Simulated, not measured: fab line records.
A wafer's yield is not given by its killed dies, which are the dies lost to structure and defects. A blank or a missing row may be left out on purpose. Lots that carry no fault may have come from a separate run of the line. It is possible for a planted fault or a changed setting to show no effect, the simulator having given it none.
Matching of chambers / flow n5 finfet / N5_BEOL_M7_DESCUM_16 on rie diel-01: 4 sister chambers
The step chemistry O2, time 7.9 s. 22 wafers are shown with their chamber, then 11 later ones without.

## WAFERS WITH THEIR CHAMBER
wafer=L075.1; chamber=2; drypump motor current A (A)=6.0; showerhead plenum p Torr (Torr)=2.01; oes product au (a.u.)=0.73
wafer=L075.2; chamber=3; drypump motor current A (A)=5.9; showerhead plenum p Torr (Torr)=2.06; oes product au (a.u.)=0.96
wafer=L075.6; chamber=0; drypump motor current A (A)=6.7; showerhead plenum p Torr (Torr)=2.05; oes product au (a.u.)=0.72
wafer=L077.1; chamber=2; drypump motor current A (A)=6.0; showerhead plenum p Torr (Torr)=2.01; oes product au (a.u.)=0.73
wafer=L077.4; chamber=3; drypump motor current A (A)=5.9; showerhead plenum p Torr (Torr)=2.06; oes product au (a.u.)=0.96
wafer=L077.5; chamber=2; drypump motor current A (A)=6.0; showerhead plenum p Torr (Torr)=2.01; oes product au (a.u.)=0.73
wafer=L079.4; chamber=3; drypump motor current A (A)=5.9; showerhead plenum p Torr (Torr)=2.06; oes product au (a.u.)=0.96
wafer=L079.5; chamber=1; drypump motor current A (A)=4.9; showerhead plenum p Torr (Torr)=2.14; oes product au (a.u.)=0.70
wafer=L079.6; chamber=2; drypump motor current A (A)=6.1; showerhead plenum p Torr (Torr)=2.01; oes product au (a.u.)=0.72
wafer=L078.1; chamber=0; drypump motor current A (A)=6.7; showerhead plenum p Torr (Torr)=2.05; oes product au (a.u.)=0.72
wafer=L078.4; chamber=2; drypump motor current A (A)=6.0; showerhead plenum p Torr (Torr)=2.01; oes product au (a.u.)=0.72
wafer=L078.6; chamber=1; drypump motor current A (A)=4.9; showerhead plenum p Torr (Torr)=2.14; oes product au (a.u.)=0.69
wafer=L089.1; chamber=0; drypump motor current A (A)=6.7; showerhead plenum p Torr (Torr)=2.04; oes product au (a.u.)=0.71
wafer=L089.4; chamber=2; drypump motor current A (A)=6.0; showerhead plenum p Torr (Torr)=2.00; oes product au (a.u.)=0.72
wafer=L089.5; chamber=3; drypump motor current A (A)=5.9; showerhead plenum p Torr (Torr)=2.05; oes product au (a.u.)=0.90
wafer=L087.3; chamber=0; drypump motor current A (A)=6.7; showerhead plenum p Torr (Torr)=2.04; oes product au (a.u.)=0.71
wafer=L087.5; chamber=3; drypump motor current A (A)=5.8; showerhead plenum p Torr (Torr)=2.05; oes product au (a.u.)=0.90
wafer=L087.6; chamber=0; drypump motor current A (A)=6.7; showerhead plenum p Torr (Torr)=2.04; oes product au (a.u.)=0.71
wafer=L094.3; chamber=2; drypump motor current A (A)=6.0; showerhead plenum p Torr (Torr)=2.00; oes product au (a.u.)=0.70
wafer=L094.5; chamber=2; drypump motor current A (A)=6.0; showerhead plenum p Torr (Torr)=2.00; oes product au (a.u.)=0.71
wafer=L094.6; chamber=1; drypump motor current A (A)=4.9; showerhead plenum p Torr (Torr)=2.13; oes product au (a.u.)=0.68
wafer=L092.1; chamber=2; drypump motor current A (A)=6.0; showerhead plenum p Torr (Torr)=2.00; oes product au (a.u.)=0.70

SIGNATURES, as means of the wafers listed above
reading=drypump motor current A; chamber 0=6.700; chamber 1=4.900; chamber 2=6.011; chamber 3=5.880; scatter within a chamber=0.0306
reading=showerhead plenum p Torr; chamber 0=2.0440; chamber 1=2.1367; chamber 2=2.0056; chamber 3=2.0560; scatter within a chamber=0.00542
reading=oes product au; chamber 0=0.7140; chamber 1=0.6900; chamber 2=0.7178; chamber 3=0.9360; scatter within a chamber=0.0179
Rule: for each reading, subtract the chamber's mean from the wafer's reading, divide by that reading's scatter and square the result; add these up over the readings and take the root, which gives the wafer's distance from the chamber. If the next closest chamber is less than 2 further off than the closest, the wafer can't be placed; otherwise it belongs to the closest. The scatter: the root of (the sum of the squares of (reading less its chamber's mean) over the shown wafers, divided by (wafers less chambers)).

## WAFERS WHOSE CHAMBER IS MISSING
wafer=L092.4; drypump motor current A (A)=5.9; showerhead plenum p Torr (Torr)=2.05; oes product au (a.u.)=0.88
wafer=L092.5; drypump motor current A (A)=6.7; showerhead plenum p Torr (Torr)=2.04; oes product au (a.u.)=0.70
wafer=L093.1; drypump motor current A (A)=4.9; showerhead plenum p Torr (Torr)=2.13; oes product au (a.u.)=0.67
wafer=L093.2; drypump motor current A (A)=5.8; showerhead plenum p Torr (Torr)=2.05; oes product au (a.u.)=0.88
wafer=L093.4; drypump motor current A (A)=6.0; showerhead plenum p Torr (Torr)=2.00; oes product au (a.u.)=0.70
wafer=L096.1; drypump motor current A (A)=6.7; showerhead plenum p Torr (Torr)=2.04; oes product au (a.u.)=1.00
wafer=L096.3; drypump motor current A (A)=5.9; showerhead plenum p Torr (Torr)=2.05; oes product au (a.u.)=0.87
wafer=L096.4; drypump motor current A (A)=5.9; showerhead plenum p Torr (Torr)=2.05; oes product au (a.u.)=0.87
wafer=L097.2; drypump motor current A (A)=5.9; showerhead plenum p Torr (Torr)=2.04; oes product au (a.u.)=0.86
wafer=L097.4; drypump motor current A (A)=6.0; showerhead plenum p Torr (Torr)=1.99; oes product au (a.u.)=0.69
wafer=L097.6; drypump motor current A (A)=5.9; showerhead plenum p Torr (Torr)=2.04; oes product au (a.u.)=0.85

## WHICH CHAMBER EACH ONE RAN IN
wafer=L092.4; from the rows above=3; in truth=3
wafer=L092.5; from the rows above=0; in truth=0
wafer=L093.1; from the rows above=1; in truth=1
wafer=L093.2; from the rows above=3; in truth=3
wafer=L093.4; from the rows above=2; in truth=2
wafer=L096.1; from the rows above=0; in truth=0
wafer=L096.3; from the rows above=3; in truth=3
wafer=L096.4; from the rows above=3; in truth=3
wafer=L097.2; from the rows above=3; in truth=3
wafer=L097.4; from the rows above=2; in truth=2
wafer=L097.6; from the rows above=3; in truth=3
Correctly placed: 11 of 11. Number that these rows cannot place: 0. Wrongly placed: 0.
